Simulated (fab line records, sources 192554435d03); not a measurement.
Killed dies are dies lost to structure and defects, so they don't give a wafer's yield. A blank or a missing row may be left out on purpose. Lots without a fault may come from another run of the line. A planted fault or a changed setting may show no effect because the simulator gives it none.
fab line records | flow n5_finfet
record lots=23 wafers=69 last_day=17
route steps=1938 shown BEOL_M7@1302 BEOL_M8@1350
lots that met no fault: from a run of the same line without faults
start_h: hours from the record's first day to the start of the lot's first wafer shown | wait_h: hours since the lot's step before | " the same as in the row above | L1.1+2: a row that stands for several wafers | - no value, or no start given | * or withheld: withheld | < > ~ a bound
route shown NAME@n: a module of which the file shows steps, and the number in the route of the first | usual: mean/standard deviation of fault-free wafers | same: alike in all rows | chamber/n: place in a boat | sites: the reading at each site | _std_site: their standard deviation | _edge_site: outer sites' mean less inner sites' | radius_mm: how far each site lies from the wafer's centre | mask NAME#n: copy n | behind: the tool/chamber that last shaped the wafer | hold: why the lot was held/for how many hours/how that ended | device: the transistor (n, p or np) that didn't switch | end of line: the same wafers' tests at the end of the route | a step without rows: its recipe alone | killed: dies lost to structure and defects at the first sort, not the wafer's yield | map: a wafer's dies, x killed, . not, _ none there
set.NAME: the setting as run; set.NAME@STEP: as run at that earlier step | model.NAME: the simulator's own value behind a step, which no gauge read
steps of the route over a sample of lots; a table a step, a row a wafer
services: from which hour (start_h, from the record's first day; less than 0 if before it) a tool's chamber was out of use, for how many hours, and why
## steps
# step N5_BEOL_M7_ETCH_66
# recipe chemistry=N2/H2 target=SOC target_depth_a=800 overetch_a=160 mask_material=SiARC temp_c=40 time_s=120 ion_energy_ev=200 pressure_mtorr=30 source_w=840 bias_w=150 n2_flow_sccm=200 h2_flow_sccm=200
# usual bias_w=150.0/0.44 drypump_motor_current_A=5.8/0.35 oes_product_au=0.58/0.06 rf_vpp_V=523.7/2.5 showerhead_plenum_p_Torr=2.53/0.087 throttle_valve_pct=17.9/0.3
# columns lot.wafer tool chamber start_h wait_h bias_w drypump_motor_current_A oes_product_au rf_hours_counter_h rf_vpp_V showerhead_plenum_p_Torr throttle_valve_pct
L074.1 rie_diel-01 2 188.44 0.0 149.9 6.3 0.58 152 520.4 2.46 18.0
L074.3 " 1 " " 149.6 5.5 0.56 189 523.7 2.52 17.9
L074.5 " 1 " " 150.5 5.5 0.55 - 523.6 2.52 17.9
L075.2 rie_diel-03 1 194.90 0.0 149.7 6.2 0.58 173 527.9 2.64 18.2
L075.4 " 1 " " 149.7 6.3 0.57 - 526.1 2.64 18.2
L075.6 " 0 " " 149.8 5.7 0.56 - 526.1 2.63 17.8
L076.2 rie_diel-03 1 196.90 0.0 150.6 6.2 0.57 173 528.3 2.64 18.2
L076.4 " 3 " " 150.5 5.8 0.55 - 521.1 2.39 17.6
L076.6 " 0 " " 150.2 5.7 0.56 - 525.8 2.63 17.8
L077.1 rie_diel-02 2 206.00 0.0 150.2 5.2 0.52 205 523.1 2.52 18.0
L077.2 " 3 " " 149.6 5.3 0.61 97 523.3 2.55 17.4
L077.6 " 2 " " 149.8 5.2 0.53 - 521.2 2.52 18.0
L078.1 rie_diel-01 2 206.42 0.0 149.4 6.3 0.58 159 521.1 2.45 18.1
L078.4 " 3 " " 150.2 5.4 0.56 - 524.3 2.53 17.9
L078.6 " 1 " " 150.1 5.5 0.56 - 523.1 2.51 17.9
L079.1 rie_diel-01 1 220.40 0.0 149.0 5.5 0.54 202 523.2 2.51 17.9
L079.2 " 3 " " 149.6 5.4 0.56 183 523.1 2.53 17.9
L079.3 " 2 " " 149.6 6.3 0.58 165 521.0 2.45 18.1
L080.1 rie_diel-01 3 226.53 0.0 150.0 5.4 0.55 185 524.4 2.53 17.9
L080.5 " 1 " " 149.4 5.4 0.55 - 523.5 2.51 17.9
L080.6 " 3 " " 150.4 5.4 0.55 - 524.6 2.53 17.9
L081.1 rie_diel-03 3 232.13 0.0 150.2 5.8 0.55 209 519.6 2.39 17.7
L081.5 " 2 " " 149.6 6.0 0.73 - 527.9 2.68 17.7
L081.6 " 3 " " 149.8 5.7 0.55 - 520.5 2.39 17.7
L082.1 rie_diel-02 0 242.91 0.0 150.8 6.3 0.55 217 524.7 2.54 18.5
L082.3 " 2 " " 150.3 5.1 0.52 219 523.3 2.52 18.0
L082.5 " 0 " " 150.4 6.2 0.55 - 522.7 2.54 18.6
L083.1 rie_diel-01 1 249.23 0.0 150.3 5.5 0.54 214 523.5 2.51 18.0
L083.2 " 0 " " 149.5 5.7 0.52 243 523.2 2.50 17.7
L083.5 " 0 " " 150.1 5.7 0.53 - 523.9 2.50 17.7
L084.1 rie_diel-03 0 252.09 0.0 150.6 5.7 0.55 203 526.3 2.63 17.8
L084.3 " 2 " " 149.8 6.0 0.73 11 528.6 2.68 17.7
L084.4 " 3 " " 150.9 5.8 0.54 211 520.1 2.39 17.7
L085.1 rie_diel-03 2 252.49 0.0 149.9 6.0 0.73 11 528.5 2.68 17.7
L085.2 " 0 " " 150.0 5.7 0.55 203 525.7 2.63 17.8
L085.6 " 0 " " 149.9 5.7 0.55 - 525.9 2.63 17.8
L086.1 rie_diel-03 1 272.59 0.0 149.8 6.3 0.56 191 526.0 2.63 18.2
L086.3 " 0 " " 149.0 5.7 0.55 210 525.7 2.62 17.8
L086.5 " 2 " " 150.0 6.0 0.72 - 527.6 2.68 17.7
L088.3 rie_diel-02 1 273.56 0.0 149.4 5.8 0.66 52 523.9 2.47 17.6
L088.5 " 0 " " 150.1 6.3 0.55 - 522.9 2.54 18.5
L088.6 " 1 " " 151.0 5.8 0.66 - 521.5 2.47 17.6
L089.1 rie_diel-03 0 275.48 0.0 150.1 5.7 0.54 211 524.7 2.62 17.9
L089.2 " 1 " " 149.1 6.3 0.57 192 525.0 2.63 18.2
L089.5 " 0 " " 150.1 5.7 0.55 - 526.8 2.62 17.8
L090.2 rie_diel-02 3 286.22 0.0 149.3 5.4 0.60 120 524.7 2.54 17.4
L090.4 " 1 " " 149.8 5.8 0.66 58 522.2 2.47 17.6
L090.6 " 0 " " 150.4 6.3 0.53 - 523.0 2.53 18.6
L091.1 rie_diel-03 2 293.73 0.0 149.7 6.0 0.70 24 527.9 2.68 17.7
L091.2 " 1 " " 149.5 6.3 0.56 197 525.8 2.63 18.2
L091.6 " 2 " " 150.1 6.0 0.71 - 526.9 2.68 17.7
L092.1 rie_diel-02 2 296.31 0.0 149.6 5.2 0.51 237 523.2 2.51 18.1
L092.2 " 3 " " 149.2 5.3 0.59 124 522.8 2.54 17.4
L092.3 " 1 " " 150.2 5.8 0.65 61 522.1 2.47 17.6
L093.1 rie_diel-03 1 317.74 0.0 150.0 6.2 0.56 205 527.3 2.62 18.2
L093.2 " 2 " " 149.4 6.0 0.70 31 528.6 2.67 17.7
L093.3 " 0 " " 149.4 5.7 0.55 224 525.8 2.62 17.9
L094.2 rie_diel-01 3 317.96 0.0 149.7 5.4 0.54 218 522.8 2.51 17.9
L094.3 " 0 " " 149.7 5.6 0.72 7 523.8 2.50 17.2
L094.5 " 2 " " 150.6 6.3 0.56 - 521.3 2.44 18.1
L095.1 rie_diel-02 3 318.72 0.0 149.4 5.3 0.59 130 524.3 2.54 17.5
L095.3 " 0 " " 150.3 6.3 0.54 243 523.1 2.53 18.6
L095.6 " 3 " " 149.6 5.4 0.59 - 522.3 2.54 17.5
L096.2 rie_diel-01 3 330.73 0.0 149.8 5.4 0.54 222 522.8 2.51 18.0
L096.3 " 1 " " 149.8 5.5 0.52 242 522.3 2.50 18.0
L096.6 " 1 " " 150.3 5.5 0.53 - 523.5 2.50 18.0
L097.1 rie_diel-01 2 335.52 0.0 150.2 6.2 0.56 206 518.8 2.44 18.1
L097.3 " 0 " " 150.5 5.7 0.70 12 522.8 2.50 17.2
L097.6 " 0 " " 150.2 5.7 0.70 - 523.8 2.49 17.2
# step N5_BEOL_M7_ANNEAL_51
# recipe temp_c=225 time_s=90 ambient=N2
# usual anneal_temp_c_max=226.41/0.29 wafer_temp_C_max=226.04/0.23
# columns lot.wafer tool chamber start_h wait_h anneal_temp_c_max wafer_temp_C_max
L074.1 rtp_anneal-01 0 190.49 0.2 226.48 226.17
L074.3 " 0 " " 226.52 226.20
L074.5 " 0 " " 225.96 225.93
L075.2 rtp_anneal-01 0 198.03 0.3 226.33 225.71
L075.4 " 0 " " 227.50 225.91
L075.6 " 0 " " 226.88 225.92
L076.2 rtp_anneal-02 0 200.72 1.8 225.73 226.01
L076.4 " 0 " " 226.08 226.33
L076.6 " 0 " " 226.13 226.13
L077.1 rtp_anneal-02 0 208.28 0.6 225.92 226.05
L077.2 " 0 " " 226.27 226.34
L077.6 " 0 " " 226.34 226.27
L078.1 rtp_anneal-01 0 209.58 0.1 226.89 225.94
L078.4 " 0 " " 226.57 225.95
L078.6 " 0 " " 226.88 226.06
L079.1 rtp_anneal-01 0 223.78 0.1 226.59 226.24
L079.2 " 0 " " 226.33 225.71
L079.3 " 0 " " 226.58 226.12
L080.1 rtp_anneal-02 0 229.19 0.4 226.39 226.34
L080.5 " 0 " " 226.38 226.51
L080.6 " 0 " " 226.73 226.31
L081.1 rtp_anneal-02 0 234.53 0.1 226.61 226.11
L081.5 " 0 " " 226.06 226.02
L081.6 " 0 " " 226.40 225.79
L082.1 rtp_anneal-01 0 246.69 0.2 226.36 226.19
L082.3 " 0 " " 226.50 226.07
L082.5 " 0 " " 226.37 226.06
L083.1 rtp_anneal-01 0 250.86 0.1 226.17 226.42
L083.2 " 0 " " 226.30 226.06
L083.5 " 0 " " 226.69 226.08
L084.1 rtp_anneal-01 0 254.07 0.1 226.30 226.33
L084.3 " 0 " " 225.88 225.90
L084.4 " 0 " " 226.43 226.10
L085.1 rtp_anneal-02 0 257.70 0.1 226.25 226.17
L085.2 " 0 " " 226.31 226.15
L085.6 " 0 " " 226.19 225.80
L086.1 rtp_anneal-01 0 274.58 0.3 226.17 226.05
L086.3 " 0 " " 226.24 225.84
L086.5 " 0 " " 226.13 225.53
L088.3 rtp_anneal-01 0 276.31 0.3 226.33 225.93
L088.5 " 0 " " 226.33 225.77
L088.6 " 0 " " 226.49 225.70
L089.1 rtp_anneal-01 0 279.09 0.1 226.48 226.32
L089.2 " 0 " " 226.49 225.58
L089.5 " 0 " " 226.32 225.86
L090.2 rtp_anneal-02 0 288.39 0.4 226.12 226.03
L090.4 " 0 " " 226.53 225.97
L090.6 " 0 " " 227.12 226.44
L091.1 rtp_anneal-02 0 295.85 0.3 226.08 225.78
L091.2 " 0 " " 226.50 225.82
L091.6 " 0 " " 226.26 226.11
L092.1 rtp_anneal-02 0 298.35 0.1 225.98 226.21
L092.2 " 0 " " 226.26 226.20
L092.3 " 0 " " 226.29 226.03
L093.1 rtp_anneal-02 0 320.69 0.7 226.33 225.63
L093.2 " 0 " " 226.07 226.02
L093.3 " 0 " " 226.14 226.20
L094.2 rtp_anneal-02 0 321.01 0.8 226.25 226.25
L094.3 " 0 " " 226.66 226.13
L094.5 " 0 " " 226.38 225.85
L095.1 rtp_anneal-02 0 321.50 0.6 226.35 226.04
L095.3 " 0 " " 226.03 226.48
L095.6 " 0 " " 226.08 226.32
L096.2 rtp_anneal-02 0 335.12 0.1 226.58 225.92
L096.3 " 0 " " 226.72 225.74
L096.6 " 0 " " 227.29 225.72
L097.1 rtp_anneal-01 0 337.90 0.1 226.99 226.01
L097.3 " 0 " " 226.44 226.23
L097.6 " 0 " " 226.52 226.04
# step N5_BEOL_M8_ETCH_62
# recipe chemistry=N2/H2 target=SOC target_depth_a=1100 overetch_a=220 mask_material=SiARC temp_c=40 time_s=165 ion_energy_ev=200 pressure_mtorr=30 source_w=840 bias_w=150 n2_flow_sccm=200 h2_flow_sccm=200
# usual bias_w=149.9/0.45 drypump_motor_current_A=5.7/0.44 oes_product_au=0.69/0.08 rf_vpp_V=525.2/2 showerhead_plenum_p_Torr=2.60/0.078 throttle_valve_pct=17.76/0.19
# columns lot.wafer tool chamber start_h wait_h bias_w drypump_motor_current_A oes_product_au rf_hours_counter_h rf_vpp_V showerhead_plenum_p_Torr throttle_valve_pct
L074.1 rie_diel-04 2 194.32 0.0 149.7 4.8 0.58 244 526.1 2.61 18.29
L074.3 " 0 " " 150.0 5.9 0.78 18 521.4 2.51 17.67
L074.5 " 0 " " 149.7 5.9 0.78 - 522.6 2.51 17.69
L075.2 rie_diel-04 1 201.63 0.0 150.4 5.1 0.59 239 524.4 2.60 18.15
L075.4 " 2 " " 150.0 4.8 0.57 247 525.8 2.61 18.30
L075.6 " 0 " " 149.8 5.9 0.78 - 522.9 2.51 17.70
L076.2 rie_diel-05 3 204.77 0.0 149.5 5.6 0.76 21 528.4 2.73 17.83
L076.4 " 2 " " 150.1 6.3 0.67 108 526.7 2.67 17.74
L076.6 " 0 " " 149.9 6.1 0.63 - 525.9 2.63 17.65
L077.1 rie_diel-05 3 211.95 0.0 150.1 5.6 0.76 23 528.7 2.73 17.84
L077.2 " 0 " " 149.2 6.1 0.62 206 525.4 2.63 17.66
L077.6 " 3 " " 149.6 5.6 0.75 - 529.2 2.73 17.83
L078.1 rie_diel-06 2 212.38 0.0 149.1 6.1 0.62 179 527.1 2.67 17.67
L078.4 " 0 " " 149.9 5.7 0.64 142 523.9 2.55 17.69
L078.6 " 3 " " 148.9 5.8 0.61 - 523.8 2.52 18.06
L079.1 rie_diel-05 1 226.65 0.0 149.5 5.2 0.82 10 526.0 2.61 17.64
L079.2 " 0 " " 149.3 6.1 0.62 211 525.3 2.63 17.68
L079.3 " 3 " " 149.3 5.6 0.74 28 529.0 2.73 17.83
L080.1 rie_diel-04 0 233.66 0.0 150.6 5.9 0.75 36 520.6 2.50 17.71
L080.5 " 3 " " 151.3 5.4 0.76 - 522.0 2.47 17.40
L080.6 " 1 " " 149.9 5.1 0.57 - 525.1 2.59 18.17
L081.1 rie_diel-06 1 237.57 0.0 150.5 6.1 0.58 248 522.0 2.48 17.78
L081.5 " 3 " " 149.8 5.8 0.60 - 524.0 2.52 18.09
L081.6 " 2 " " 149.1 6.1 0.63 - 527.5 2.67 17.69
L082.1 rie_diel-05 2 251.16 0.0 149.8 6.3 0.67 122 528.1 2.67 17.79
L082.3 " 3 " " 149.9 5.6 0.74 36 529.0 2.72 17.85
L082.5 " 2 " " 150.8 6.3 0.68 - 526.1 2.67 17.77
L083.1 rie_diel-05 3 253.76 0.0 150.2 5.6 0.73 38 527.6 2.72 17.85
L083.2 " 2 " " 149.8 6.3 0.67 125 529.0 2.67 17.77
L083.5 " 3 " " 149.1 5.6 0.74 - 528.2 2.72 17.86
L084.1 rie_diel-04 3 259.24 0.0 149.7 5.4 0.75 35 523.4 2.47 17.42
L084.3 " 0 " " 150.0 5.9 0.73 46 522.3 2.50 17.74
L084.4 " 2 " " 150.4 4.8 0.81 8 524.7 2.60 17.83
L085.1 rie_diel-06 1 260.53 0.0 149.9 6.2 0.58 255 523.6 2.47 17.79
L085.2 " 0 " " 150.5 5.7 0.63 160 523.8 2.54 17.70
L085.6 " 2 " " 150.2 6.1 0.62 - 527.5 2.66 17.67
L086.1 rie_diel-05 3 277.39 0.0 149.5 5.6 0.72 45 527.9 2.72 17.87
L086.3 " 2 " " 149.3 6.3 0.66 131 526.8 2.66 17.77
L086.5 " 3 " " 149.6 5.6 0.72 - 528.3 2.72 17.88
L088.3 rie_diel-06 3 280.49 0.0 149.4 5.8 0.60 226 523.0 2.51 18.12
L088.5 " 1 " " 150.3 6.2 0.85 - 523.1 2.47 17.32
L088.6 " 0 " " 150.1 5.7 0.63 - 523.4 2.54 17.73
L089.1 rie_diel-04 3 281.75 0.0 150.3 5.4 0.74 43 523.1 2.46 17.44
L089.2 " 2 " " 150.2 4.8 0.78 16 525.2 2.60 17.85
L089.5 " 0 " " 150.7 5.9 0.72 - 521.8 2.50 17.76
L090.2 rie_diel-06 1 291.05 0.0 149.8 6.2 0.83 5 521.8 2.47 17.32
L090.4 " 0 " " 149.8 5.7 0.62 174 523.7 2.54 17.74
L090.6 " 1 " " 149.7 6.2 0.83 - 522.5 2.47 17.34
L091.1 rie_diel-06 0 298.68 0.0 150.2 5.7 0.62 177 524.7 2.54 17.74
L091.2 " 2 " " 150.0 6.1 0.61 213 526.9 2.66 17.74
L091.6 " 1 " " 150.0 6.2 0.82 - 525.0 2.47 17.34
L092.1 rie_diel-05 2 301.65 0.0 150.2 6.3 0.65 141 526.8 2.66 17.80
L092.2 " 3 " " 149.6 5.6 0.71 56 527.9 2.71 17.89
L092.3 " 1 " " 150.0 5.2 0.77 36 525.9 2.60 17.69
L094.2 rie_diel-05 2 323.93 0.0 149.7 6.4 0.65 149 526.1 2.66 17.80
L094.3 " 1 " " 149.6 5.2 0.76 44 524.0 2.59 17.72
L094.5 " 2 " " 149.7 6.4 0.65 - 526.2 2.66 17.81
L093.1 rie_diel-04 0 324.12 0.0 150.1 5.9 0.71 73 521.5 2.49 17.78
L093.2 " 1 " " 149.8 5.1 0.77 26 525.2 2.58 17.83
L093.3 " 2 " " 149.4 4.8 0.76 31 523.7 2.59 17.87
L095.1 rie_diel-05 2 325.73 0.0 150.1 6.3 0.65 150 525.7 2.66 17.82
L095.3 " 3 " " 149.6 5.6 0.70 65 527.3 2.71 17.90
L095.6 " 1 " " 150.1 5.2 0.76 - 524.2 2.59 17.72
L096.2 rie_diel-05 0 338.24 0.0 150.1 6.1 0.60 249 526.2 2.61 17.74
L096.3 " 1 " " 150.0 5.2 0.75 49 524.8 2.59 17.73
L096.6 " 1 " " 150.1 5.2 0.75 - 524.4 2.59 17.72
L097.1 rie_diel-05 1 341.90 0.0 150.6 5.2 0.75 51 525.9 2.59 17.71
L097.3 " 3 " " 150.4 5.6 0.69 71 528.1 2.71 17.91
L097.6 " 2 " " 149.8 6.3 0.64 - 526.1 2.65 17.81
# step N5_BEOL_M8_INSPECT_30
# recipe mode=adi inspect_instrument=brightfield
# usual raw_defect_count=405/79
# columns lot.wafer tool chamber start_h wait_h raw_defect_count
L074.1 defect_inspect-02 - 196.38 0.1 500
L074.3 " - " " 410
L074.5 " - " " 484
L075.2 defect_inspect-02 - 202.44 0.0 547
L075.4 " - " " 376
L075.6 " - " " 502
L076.2 defect_inspect-02 - 205.81 0.0 333
L076.4 " - " " 453
L076.6 " - " " 268
L077.1 defect_inspect-01 - 214.59 0.1 442
L077.2 " - " " 354
L077.6 " - " " 351
L078.1 defect_inspect-01 - 214.63 0.1 436
L078.4 " - " " 650
L078.6 " - " " 425
L079.1 defect_inspect-02 - 227.70 0.1 396
L079.2 " - " " 372
L079.3 " - " " 472
L080.1 defect_inspect-01 - 235.39 0.1 392
L080.5 " - " " 446
L080.6 " - " " 418
L081.1 defect_inspect-02 - 239.41 0.1 394
L081.5 " - " " 543
L081.6 " - " " 456
L082.1 defect_inspect-01 - 252.06 0.1 279
L082.3 " - " " 327
L082.5 " - " " 249
L083.1 defect_inspect-01 - 257.68 0.1 308
L083.2 " - " " 437
L083.5 " - " " 530
L085.1 defect_inspect-02 - 261.92 0.1 445
L085.2 " - " " 344
L085.6 " - " " 450
L084.1 defect_inspect-02 - 262.01 0.1 446
L084.3 " - " " 422
L084.4 " - " " 435
L086.1 defect_inspect-02 - 278.82 0.1 395
L086.3 " - " " 428
L086.5 " - " " 337
L088.3 defect_inspect-02 - 281.38 0.0 321
L088.5 " - " " 372
L088.6 " - " " 499
L089.1 defect_inspect-01 - 282.52 0.1 357
L089.2 " - " " 355
L089.5 " - " " 444
L090.2 defect_inspect-02 - 293.55 0.0 411
L090.4 " - " " 379
L090.6 " - " " 490
L091.1 defect_inspect-02 - 299.86 0.1 354
L091.2 " - " " 392
L091.6 " - " " 333
L092.1 defect_inspect-02 - 304.26 0.1 315
L092.2 " - " " 308
L092.3 " - " " 339
L094.2 defect_inspect-01 - 325.17 0.0 429
L094.3 " - " " 582
L094.5 " - " " 401
L093.1 defect_inspect-02 - 325.33 0.1 466
L093.2 " - " " 453
L093.3 " - " " 434
L095.1 defect_inspect-01 - 326.57 0.1 390
L095.3 " - " " 308
L095.6 " - " " 337
L096.2 defect_inspect-02 - 340.68 0.0 329
L096.3 " - " " 354
L096.6 " - " " 352
L097.1 defect_inspect-02 - 344.98 0.1 375
L097.3 " - " " 526
L097.6 " - " " 435
# step N5_BEOL_M8_DESCUM_33
# recipe chemistry=O2 time_s=7 source_power_w=50 bias_power_w=20 pressure_mtorr=20 rf_frequency_hz=2.712e+07 temp_c=40 resist=CAR-EUV o2_flow_sccm=225
# usual drypump_motor_current_A=5.7/0.44 oes_product_au=0.81/0.093 rf_vpp_V=243.8/1.2 showerhead_plenum_p_Torr=2.13/0.062 throttle_valve_pct=20.31/0.22
# columns lot.wafer tool chamber start_h wait_h drypump_motor_current_A oes_product_au rf_hours_counter_h rf_vpp_V showerhead_plenum_p_Torr throttle_valve_pct
L074.1 rie_diel-06 2 196.41 0.0 6.1 0.74 172 245.2 2.17 19.95
L074.3 " 1 " " 6.2 0.68 232 242.9 2.08 20.51
L074.5 " 2 " " 6.1 0.75 - 243.9 2.17 19.94
L075.2 rie_diel-04 3 202.47 0.0 5.4 0.93 11 242.7 2.08 20.38
L075.4 " 1 " " 5.1 0.66 239 244.4 2.15 20.81
L075.6 " 3 " " 5.4 0.93 - 242.3 2.08 20.38
L076.2 rie_diel-05 2 205.97 0.2 6.4 0.81 108 243.9 2.22 20.51
L076.4 " 1 " " 5.2 1.01 3 244.1 2.15 20.22
L076.6 " 0 " " 6.0 0.73 - 244.5 2.14 20.07
L077.1 rie_diel-04 3 214.62 0.0 5.4 0.93 15 243.9 2.07 20.40
L077.2 " 0 " " 5.9 0.91 26 242.1 2.05 20.15
L077.6 " 3 " " 5.4 0.94 - 244.2 2.07 20.39
L078.1 rie_diel-06 2 214.67 0.0 6.1 0.74 179 244.1 2.17 19.96
L078.4 " 3 " " 5.8 0.73 205 243.2 2.04 20.40
L078.6 " 3 " " 5.8 0.73 - 244.3 2.04 20.40
L079.1 rie_diel-05 3 228.21 0.5 5.6 0.88 29 245.0 2.23 20.29
L079.2 " 1 " " 5.2 0.98 10 244.0 2.14 20.22
L079.3 " 2 " " 6.3 0.78 115 244.7 2.21 20.52
L080.1 rie_diel-05 2 235.43 0.0 6.3 0.79 118 244.9 2.21 20.53
L080.5 " 2 " " 6.4 0.79 - 242.8 2.21 20.53
L080.6 " 1 " " 5.2 0.97 - 244.2 2.14 20.22
L081.1 rie_diel-06 2 239.44 0.0 6.1 0.73 188 245.3 2.16 19.95
L081.5 " 3 " " 5.8 0.73 - 243.0 2.04 20.41
L081.6 " 2 " " 6.1 0.74 - 244.1 2.16 19.96
L082.1 rie_diel-06 2 253.29 1.2 6.1 0.72 194 244.6 2.16 19.98
L082.3 " 0 " " 5.7 0.74 158 243.2 2.06 20.02
L082.5 " 1 " " 6.1 0.66 - 242.8 2.07 20.55
L083.1 rie_diel-06 2 257.71 0.0 6.1 0.73 195 244.3 2.16 19.96
L083.2 " 0 " " 5.7 0.74 159 243.1 2.05 20.01
L083.5 " 0 " " 5.7 0.75 - 244.1 2.05 20.02
L085.1 rie_diel-05 1 261.96 0.0 5.2 0.95 21 244.7 2.14 20.23
L085.2 " 2 " " 6.3 0.78 125 246.6 2.21 20.54
L085.6 " 1 " " 5.2 0.95 - 242.5 2.14 20.25
L084.1 rie_diel-05 1 263.27 1.3 5.2 0.94 22 243.3 2.14 20.25
L084.3 " 2 " " 6.3 0.78 126 243.7 2.21 20.55
L084.4 " 0 " " 6.0 0.73 220 244.3 2.13 20.08
L086.1 rie_diel-05 1 278.86 0.0 5.2 0.92 28 242.8 2.14 20.24
L086.3 " 0 " " 6.1 0.72 227 243.6 2.13 20.09
L086.5 " 2 " " 6.3 0.77 - 245.7 2.21 20.56
L088.3 rie_diel-06 2 281.41 0.0 6.0 0.72 206 245.0 2.16 19.99
L088.5 " 3 " " 5.8 0.71 - 243.3 2.03 20.44
L088.6 " 2 " " 6.0 0.72 - 243.5 2.16 20.00
L089.1 rie_diel-06 3 282.55 0.0 5.8 0.71 226 242.4 2.03 20.43
L089.2 " 0 " " 5.7 0.74 171 243.4 2.05 20.03
L089.5 " 2 " " 6.0 0.73 - 244.7 2.16 20.00
L090.2 rie_diel-05 2 293.75 0.2 6.3 0.77 138 244.2 2.20 20.57
L090.4 " 3 " " 5.6 0.84 52 245.2 2.22 20.33
L090.6 " 2 " " 6.3 0.77 - 243.9 2.20 20.56
L091.1 rie_diel-04 0 299.89 0.0 5.9 0.86 63 243.1 2.04 20.22
L091.2 " 2 " " 4.8 0.92 22 243.8 2.14 20.50
L091.6 " 3 " " 5.4 0.86 - 243.3 2.06 20.45
L092.1 rie_diel-05 3 304.29 0.0 5.6 0.83 57 246.5 2.22 20.35
L092.2 " 0 " " 6.1 0.71 236 244.9 2.12 20.11
L092.3 " 2 " " 6.4 0.76 142 244.8 2.20 20.56
L094.2 rie_diel-04 0 326.34 1.2 5.9 0.83 74 242.8 2.03 20.23
L094.3 " 3 " " 5.4 0.86 59 242.0 2.06 20.47
L094.5 " 2 " " 4.8 0.90 - 242.5 2.14 20.50
L093.1 rie_diel-05 0 326.38 1.0 6.1 0.70 244 244.0 2.12 20.13
L093.2 " 3 " " 5.6 0.83 65 244.7 2.22 20.35
L093.3 " 2 " " 6.3 0.75 150 244.8 2.20 20.57
L095.1 rie_diel-04 0 326.81 0.2 5.9 0.84 75 241.8 2.03 20.23
L095.3 " 2 " " 4.8 0.89 33 242.9 2.14 20.52
L095.6 " 2 " " 4.8 0.89 - 243.7 2.14 20.51
L096.2 rie_diel-05 1 340.71 0.0 5.2 0.89 50 243.5 2.13 20.26
L096.3 " 3 " " 5.6 0.82 71 245.4 2.21 20.36
L096.6 " 3 " " 5.6 0.82 - 245.2 2.21 20.37
L097.1 rie_diel-05 2 345.11 0.1 6.4 0.74 155 245.1 2.20 20.59
L097.3 " 3 " " 5.6 0.80 73 245.4 2.21 20.37
L097.6 " 2 " " 6.4 0.75 - 244.3 2.20 20.58
# step N5_BEOL_M8_ALD_77
# recipe material=TaN target_thk_a=20 temp_c=275 ald_precursor_family=PDMAT ald_co_reactant=NH3 pressure_torr=3 carrier_flow_sccm=1500 pulse_time_s=2 purge_time_s=3 co_reactant_purge_time_s=2 co_reactant_pulse_time_s=3 ald_cycles=40 precursor_vessel_temp_c=75 precursor_vessel_pressure_torr=26.25 precursor_vessel_carrier_sccm=1000
# usual heater_power_outer_w=220/29 heater_power_w=401/47
# same co_reactant_purge_time_s=2 purge_time_s=3
# columns lot.wafer tool chamber start_h wait_h heater_power_outer_w heater_power_w
L074.1 ald_metal-01 3 197.76 0.0 223 372
L074.3 " 2 " " 201 401
L074.5 " 0 " " 253 441
L075.2 ald_metal-01 3 204.21 0.1 224 380
L075.4 " 0 " " 250 434
L075.6 " 1 " " 238 436
L076.2 ald_metal-04 2 207.23 0.2 191 352
L076.4 " 1 " " 268 470
L076.6 " 1 " " 264 464
L077.1 ald_metal-02 3 216.02 0.1 203 384
L077.2 " 2 " " 212 379
L077.6 " 1 " " 253 460
L078.1 ald_metal-04 0 216.08 0.0 174 324
L078.4 " 1 " " 265 468
L078.6 " 0 " " 176 328
L079.1 ald_metal-04 0 230.97 0.3 173 339
L079.2 " 2 " " 192 336
L079.3 " 1 " " 260 452
L080.1 ald_metal-04 1 236.59 0.0 267 474
L080.5 " 1 " " 267 470
L080.6 " 2 " " 192 347
L081.1 ald_metal-01 2 241.11 0.1 207 406
L081.5 " 0 " " 247 438
L081.6 " 1 " " 238 431
L082.1 ald_metal-04 2 257.85 0.1 195 349
L082.3 " 3 " " 210 402
L082.5 " 0 " " 173 327
L083.1 ald_metal-02 2 258.88 0.0 218 382
L083.2 " 3 " " 210 396
L083.5 " 1 " " 244 466
L085.1 ald_metal-04 1 263.08 0.0 264 461
L085.2 " 0 " " 175 332
L085.6 " 1 " " 263 479
L084.1 ald_metal-01 0 265.91 0.1 249 440
L084.3 " 3 " " 221 372
L084.4 " 2 " " 202 404
L086.1 ald_metal-04 1 280.60 0.0 262 462
L086.3 " 0 " " 174 324
L086.5 " 3 " " 217 406
L088.3 ald_metal-02 3 283.06 0.0 213 389
L088.5 " 3 " " 211 378
L088.6 " 0 " " 225 401
L089.1 ald_metal-02 1 283.95 0.0 241 455
L089.2 " 3 " " 213 394
L089.5 " 2 " " 217 388
L090.2 ald_metal-01 0 294.89 0.1 249 444
L090.4 " 1 " " 250 436
L090.6 " 3 " " 219 378
L091.1 ald_metal-04 1 301.20 0.1 267 470
L091.2 " 2 " " 193 354
L091.6 " 2 " " 193 353
L092.1 ald_metal-04 2 305.49 0.1 193 347
L092.2 " 3 " " 214 392
L092.3 " 1 " " 265 475
L094.2 ald_metal-04 2 327.75 0.1 200 346
L094.3 " 3 " " 211 400
L094.5 " 1 " " 265 469
L093.1 ald_metal-01 3 327.81 0.0 223 375
L093.2 " 2 " " 200 415
L093.3 " 1 " " 243 446
L095.1 ald_metal-01 2 328.63 0.1 206 397
L095.3 " 1 " " 243 441
L095.6 " 0 " " 245 446
L096.2 ald_metal-04 1 342.00 0.1 269 457
L096.3 " 2 " " 192 355
L096.6 " 0 " " 173 337
L097.1 ald_metal-04 1 346.18 0.0 266 473
L097.3 " 0 " " 178 323
L097.6 " 3 " " 212 408
## services
# columns tool chamber start_h hours kind
rie_diel-01 3 176.74 8.3 repair
rie_diel-05 1 178.48 - clean
rie_diel-05 1 178.48 - consumable_replace:focus_ring
rtp_anneal-02 - 197.54 3.0 pm
ald_metal-02 0 206.22 49.9 repair
rie_diel-06 0 207.22 4.4 repair
rie_diel-04 2 217.90 5.7 repair
rie_diel-05 0 230.90 5.1 repair
rie_diel-03 - 234.90 15.6 pm
ald_metal-02 - 244.36 2.8 pm
rie_diel-06 3 245.02 16.7 repair
rie_diel-06 1 261.75 - clean
rie_diel-01 - 300.50 2.8 pm
rie_diel-06 2 302.78 3.3 repair
rie_diel-04 3 307.04 5.2 repair
rie_diel-04 1 324.53 5.2 repair
ald_metal-01 - 332.13 1.9 repair
rie_diel-05 2 336.31 4.8 repair
ald_metal-01 - 337.25 14.0 pm
rie_diel-05 0 341.11 - clean
rie_diel-05 0 341.11 - consumable_replace:focus_ring
rie_diel-05 0 341.11 30.5 scheduled_down
rie_diel-05 0 341.11 30.5 vent_cycle
rtp_anneal-01 - 342.27 3.1 pm
## key
fault none
